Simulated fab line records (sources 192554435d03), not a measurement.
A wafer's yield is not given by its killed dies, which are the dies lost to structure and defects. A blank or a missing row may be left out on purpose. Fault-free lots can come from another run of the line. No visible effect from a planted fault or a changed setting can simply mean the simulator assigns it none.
Which tool did it?    flow n5 finfet    24 lots, 72 wafers sampled, at 6 steps of a route of 1938

== WHAT THE GAUGES SHOWED, per wafer ==
No reading from a measuring or inspecting step in the record can be judged against a usual standard deviation.

== WHICH TOOL RAN EACH LOT (tool, then ch and the chambers of the sampled wafers, then the start) ==
lot   N5_BEOL_M2_SPUTTER_81         N5_BEOL_M2_ANNEAL_82          N5_BEOL_M2_ANNEAL_89          N5_BEOL_M2_SPUTTER_94         N5_BEOL_M2_SPUTTER_96         N5_BEOL_M2_ANNEAL_51
L074  pvd sputter-03, day 6 22:29   pvd sputter-03, day 6 22:34   pvd sputter-03, day 6 23:01   pvd sputter-03, day 6 23:35   pvd sputter-03, day 6 23:49   rtp anneal-01 ch 0, day 7 00:09
L075  pvd sputter-03, day 7 03:24   pvd sputter-03, day 7 03:29   pvd sputter-03, day 7 03:55   pvd sputter-03, day 7 04:30   pvd sputter-03, day 7 04:43   rtp anneal-01 ch 0, day 7 04:58
L076  pvd sputter-01, day 7 06:38   pvd sputter-01, day 7 06:43   pvd sputter-01, day 7 07:10   pvd sputter-01, day 7 07:44   pvd sputter-01, day 7 07:58   rtp anneal-02 ch 0, day 7 08:12
L077  pvd sputter-01, day 7 09:56   pvd sputter-01, day 7 10:01   pvd sputter-01, day 7 10:28   pvd sputter-01, day 7 11:02   pvd sputter-01, day 7 11:16   rtp anneal-01 ch 0, day 7 11:34
L078  pvd sputter-01, day 8 11:19   pvd sputter-01, day 8 11:23   pvd sputter-01, day 8 11:50   pvd sputter-01, day 8 12:25   pvd sputter-01, day 8 12:38   rtp anneal-02 ch 0, day 8 12:52
L079  pvd sputter-03, day 8 23:09   pvd sputter-03, day 8 23:14   pvd sputter-03, day 8 23:40   pvd sputter-03, day 9 00:15   pvd sputter-03, day 9 00:28   rtp anneal-01 ch 0, day 9 00:46
L080  pvd sputter-02, day 9 08:34   pvd sputter-02, day 9 08:39   pvd sputter-02, day 9 09:05   pvd sputter-02, day 9 09:40   pvd sputter-02, day 9 09:53   rtp anneal-01 ch 0, day 9 10:08
L081  pvd sputter-01, day 9 08:50   pvd sputter-01, day 9 08:55   pvd sputter-01, day 9 09:22   pvd sputter-01, day 9 09:56   pvd sputter-01, day 9 10:10   rtp anneal-02 ch 0, day 9 10:24
L082  pvd sputter-03, day 9 09:07   pvd sputter-03, day 9 09:12   pvd sputter-03, day 9 09:38   pvd sputter-03, day 9 10:13   pvd sputter-03, day 9 10:26   rtp anneal-01 ch 0, day 9 10:38
L085  pvd sputter-01, day 9 15:09   pvd sputter-01, day 9 15:14   pvd sputter-01, day 9 15:40   pvd sputter-01, day 9 16:15   pvd sputter-01, day 9 16:28   rtp anneal-02 ch 0, day 9 16:40
L083  pvd sputter-02, day 9 15:49   pvd sputter-02, day 9 15:53   pvd sputter-02, day 9 16:20   pvd sputter-02, day 9 16:55   pvd sputter-02, day 9 17:08   rtp anneal-02 ch 0, day 9 17:20
L084  pvd sputter-01, day 9 19:23   pvd sputter-01, day 9 19:28   pvd sputter-01, day 9 19:55   pvd sputter-01, day 9 20:29   pvd sputter-01, day 9 20:43   rtp anneal-01 ch 0, day 9 20:57
L087  pvd sputter-03, day 9 22:47   pvd sputter-03, day 9 22:52   pvd sputter-03, day 9 23:18   pvd sputter-03, day 9 23:53   pvd sputter-03, day 10 00:06  rtp anneal-01 ch 0, day 10 00:23
L086  pvd sputter-02, day 10 00:34  pvd sputter-02, day 10 00:39  pvd sputter-02, day 10 01:05  pvd sputter-02, day 10 01:40  pvd sputter-02, day 10 01:53  rtp anneal-01 ch 0, day 10 02:11
L088  pvd sputter-02, day 10 14:53  pvd sputter-02, day 10 14:58  pvd sputter-02, day 10 15:25  pvd sputter-02, day 10 15:59  pvd sputter-02, day 10 16:13  rtp anneal-01 ch 0, day 10 16:44
L089  pvd sputter-02, day 10 23:44  pvd sputter-02, day 10 23:49  pvd sputter-02, day 11 00:15  pvd sputter-02, day 11 00:50  pvd sputter-02, day 11 01:03  rtp anneal-02 ch 0, day 11 01:31
L090  pvd sputter-02, day 11 07:19  pvd sputter-02, day 11 07:23  pvd sputter-02, day 11 07:50  pvd sputter-02, day 11 08:25  pvd sputter-02, day 11 08:38  rtp anneal-01 ch 0, day 11 08:55
L092  pvd sputter-02, day 11 11:10  pvd sputter-02, day 11 11:15  pvd sputter-02, day 11 11:41  pvd sputter-02, day 11 12:16  pvd sputter-02, day 11 12:29  rtp anneal-01 ch 0, day 11 12:57
L093  pvd sputter-02, day 11 16:02  pvd sputter-02, day 11 16:07  pvd sputter-02, day 11 16:33  pvd sputter-02, day 11 17:08  pvd sputter-02, day 11 17:21  rtp anneal-02 ch 0, day 11 17:35
L091  pvd sputter-02, day 11 19:34  pvd sputter-02, day 11 19:39  pvd sputter-02, day 11 20:05  pvd sputter-02, day 11 20:40  pvd sputter-02, day 11 20:53  rtp anneal-02 ch 0, day 11 21:05
L094  pvd sputter-01, day 12 08:17  pvd sputter-01, day 12 08:22  pvd sputter-01, day 12 08:49  pvd sputter-01, day 12 09:23  pvd sputter-01, day 12 09:37  rtp anneal-02 ch 0, day 12 09:48
L095  pvd sputter-02, day 12 11:44  pvd sputter-02, day 12 11:49  pvd sputter-02, day 12 12:15  pvd sputter-02, day 12 12:50  pvd sputter-02, day 12 13:03  rtp anneal-02 ch 0, day 12 13:17
L097  pvd sputter-03, day 12 15:41  pvd sputter-03, day 12 15:46  pvd sputter-03, day 12 16:12  pvd sputter-03, day 12 16:47  pvd sputter-03, day 12 17:00  rtp anneal-02 ch 0, day 12 17:14
L096  pvd sputter-02, day 12 21:58  pvd sputter-02, day 12 22:02  pvd sputter-02, day 12 22:29  pvd sputter-02, day 12 23:04  pvd sputter-02, day 12 23:17  rtp anneal-02 ch 0, day 12 23:29
- N5_BEOL_M2_SPUTTER_81: material Cu, target thk 4.5 nm, time 8.29 s.
- N5_BEOL_M2_ANNEAL_82: time 240 s.
- N5_BEOL_M2_ANNEAL_89: time 240 s.
- N5_BEOL_M2_SPUTTER_94: material Cu, target thk 4.5 nm, time 8.29 s.
- N5_BEOL_M2_SPUTTER_96: material Cu, target thk 4.5 nm, time 8.29 s.
- N5_BEOL_M2_ANNEAL_51: time 90 s.

== WHAT THE TOOLS THEMSELVES READ (means of the sampled wafers that have a number; where no wafer has one, the mark that the record gives instead) ==
N5_BEOL_M2_SPUTTER_81. Usual: 29.7 % for throttle valve pct, sd 1.3.
lot   tool            throttle valve pct (%)  flag
L074  pvd sputter-03  29.5                    
L075  pvd sputter-03  29.8                    
L076  pvd sputter-01  28.9                    
L077  pvd sputter-01  29.4                    
L078  pvd sputter-01  30.1                    
L079  pvd sputter-03  29.8                    
L080  pvd sputter-02  29.6                    
L081  pvd sputter-01  29.6                    
L082  pvd sputter-03  30.4                    
L085  pvd sputter-01  29.7                    
L083  pvd sputter-02  30.2                    
L084  pvd sputter-01  28.8                    
L087  pvd sputter-03  29.4                    
L086  pvd sputter-02  30.1                    
L088  pvd sputter-02  30.2                    
L089  pvd sputter-02  30.2                    
L090  pvd sputter-02  29.3                    
L092  pvd sputter-02  29.3                    
L093  pvd sputter-02  30.2                    
L091  pvd sputter-02  29.6                    
L094  pvd sputter-01  28.6                    
L095  pvd sputter-02  30.3                    
L097  pvd sputter-03  29.5                    
L096  pvd sputter-02  29.5                    

N5_BEOL_M2_ANNEAL_82. Usual: 854 W for heater power w, sd 100.
lot   tool            heater power w (W)  flag
L074  pvd sputter-03  840                 
L075  pvd sputter-03  798                 
L076  pvd sputter-01  839                 
L077  pvd sputter-01  886                 
L078  pvd sputter-01  903                 
L079  pvd sputter-03  797                 
L080  pvd sputter-02  735                 
L081  pvd sputter-01  857                 
L082  pvd sputter-03  872                 
L085  pvd sputter-01  852                 
L083  pvd sputter-02  916                 
L084  pvd sputter-01  843                 
L087  pvd sputter-03  855                 
L086  pvd sputter-02  802                 
L088  pvd sputter-02  873                 
L089  pvd sputter-02  871                 
L090  pvd sputter-02  887                 
L092  pvd sputter-02  834                 
L093  pvd sputter-02  909                 
L091  pvd sputter-02  883                 
L094  pvd sputter-01  815                 
L095  pvd sputter-02  806                 
L097  pvd sputter-03  848                 
L096  pvd sputter-02  842                 

N5_BEOL_M2_ANNEAL_89. Usual: 854 W for heater power w, sd 100.
lot   tool            heater power w (W)  flag
L074  pvd sputter-03  851                 
L075  pvd sputter-03  804                 
L076  pvd sputter-01  849                 
L077  pvd sputter-01  898                 
L078  pvd sputter-01  904                 
L079  pvd sputter-03  811                 
L080  pvd sputter-02  720                 
L081  pvd sputter-01  855                 
L082  pvd sputter-03  859                 
L085  pvd sputter-01  864                 
L083  pvd sputter-02  926                 
L084  pvd sputter-01  845                 
L087  pvd sputter-03  848                 
L086  pvd sputter-02  815                 
L088  pvd sputter-02  879                 
L089  pvd sputter-02  873                 
L090  pvd sputter-02  894                 
L092  pvd sputter-02  848                 
L093  pvd sputter-02  908                 
L091  pvd sputter-02  897                 
L094  pvd sputter-01  823                 
L095  pvd sputter-02  796                 
L097  pvd sputter-03  821                 
L096  pvd sputter-02  843                 

N5_BEOL_M2_SPUTTER_94. Usual: 29.7 % for throttle valve pct, sd 1.2.
lot   tool            throttle valve pct (%)  flag
L074  pvd sputter-03  29.2                    
L075  pvd sputter-03  29.7                    
L076  pvd sputter-01  28.7                    
L077  pvd sputter-01  29.2                    
L078  pvd sputter-01  30.1                    
L079  pvd sputter-03  29.6                    
L080  pvd sputter-02  29.6                    
L081  pvd sputter-01  29.7                    
L082  pvd sputter-03  30.5                    
L085  pvd sputter-01  29.7                    
L083  pvd sputter-02  30.2                    
L084  pvd sputter-01  28.7                    
L087  pvd sputter-03  29.6                    
L086  pvd sputter-02  30.5                    
L088  pvd sputter-02  30.1                    
L089  pvd sputter-02  29.8                    
L090  pvd sputter-02  29.4                    
L092  pvd sputter-02  29.4                    
L093  pvd sputter-02  30.2                    
L091  pvd sputter-02  29.3                    
L094  pvd sputter-01  28.6                    
L095  pvd sputter-02  30.4                    
L097  pvd sputter-03  29.6                    
L096  pvd sputter-02  29.3                    

N5_BEOL_M2_SPUTTER_96. Usual: 29.7 % for throttle valve pct, sd 1.2.
lot   tool            throttle valve pct (%)  flag
L074  pvd sputter-03  29.4                    
L075  pvd sputter-03  29.8                    
L076  pvd sputter-01  28.7                    
L077  pvd sputter-01  29.0                    
L078  pvd sputter-01  29.9                    
L079  pvd sputter-03  29.8                    
L080  pvd sputter-02  29.6                    
L081  pvd sputter-01  29.6                    
L082  pvd sputter-03  30.4                    
L085  pvd sputter-01  29.6                    
L083  pvd sputter-02  30.0                    
L084  pvd sputter-01  28.7                    
L087  pvd sputter-03  29.5                    
L086  pvd sputter-02  30.2                    
L088  pvd sputter-02  29.9                    
L089  pvd sputter-02  30.2                    
L090  pvd sputter-02  29.3                    
L092  pvd sputter-02  29.4                    
L093  pvd sputter-02  30.1                    
L091  pvd sputter-02  29.4                    
L094  pvd sputter-01  28.7                    
L095  pvd sputter-02  30.4                    
L097  pvd sputter-03  29.5                    
L096  pvd sputter-02  29.3                    

N5_BEOL_M2_ANNEAL_51. Usual: anneal temp c 225.00 C, standard deviation 0.14; wafer_temp_C_max 225.87, standard deviation 0.23.
lot   tool           anneal temp c (C)  wafer_temp_C_max  flag
L074  rtp anneal-01  225.16             225.81            
L075  rtp anneal-01  224.85             225.77            
L076  rtp anneal-02  225.00             225.83            
L077  rtp anneal-01  224.96             225.96            
L078  rtp anneal-02  224.89             226.03            
L079  rtp anneal-01  224.79             226.06            
L080  rtp anneal-01  225.06             225.93            
L081  rtp anneal-02  224.87             225.85            
L082  rtp anneal-01  225.11             226.15            
L085  rtp anneal-02  225.20             225.96            
L083  rtp anneal-02  225.08             226.00            
L084  rtp anneal-01  224.80             225.90            
L087  rtp anneal-01  225.01             225.72            
L086  rtp anneal-01  224.88             226.32            
L088  rtp anneal-01  225.01             225.69            
L089  rtp anneal-02  225.09             225.82            
L090  rtp anneal-01  224.91             226.02            
L092  rtp anneal-01  224.99             226.04            
L093  rtp anneal-02  225.07             225.92            
L091  rtp anneal-02  225.13             225.76            
L094  rtp anneal-02  224.88             225.88            
L095  rtp anneal-02  224.93             225.61            
L097  rtp anneal-02  225.05             225.51            
L096  rtp anneal-02  224.93             225.73            

== THE ANSWER, worked out from the rows above alone ==
Rule: a lot is off if the mean of its wafers that have a number lies more than 3 standard deviations from the usual mean. A lot without any number at a reading at which 4 lots or more have one is off too. Any other lot the step has rows for is counted as sound. The gauges are gone through in route order, then the tools' own readings, and for those a lot's mean is taken as printed above. At the first step where some lot is off, the reading lying furthest off is the one used; lots without a number count as furthest.
Across all readings shown, no lot is off: no conclusion can be drawn from this.

== WHAT THE SIMULATOR HAD INSERTED ==
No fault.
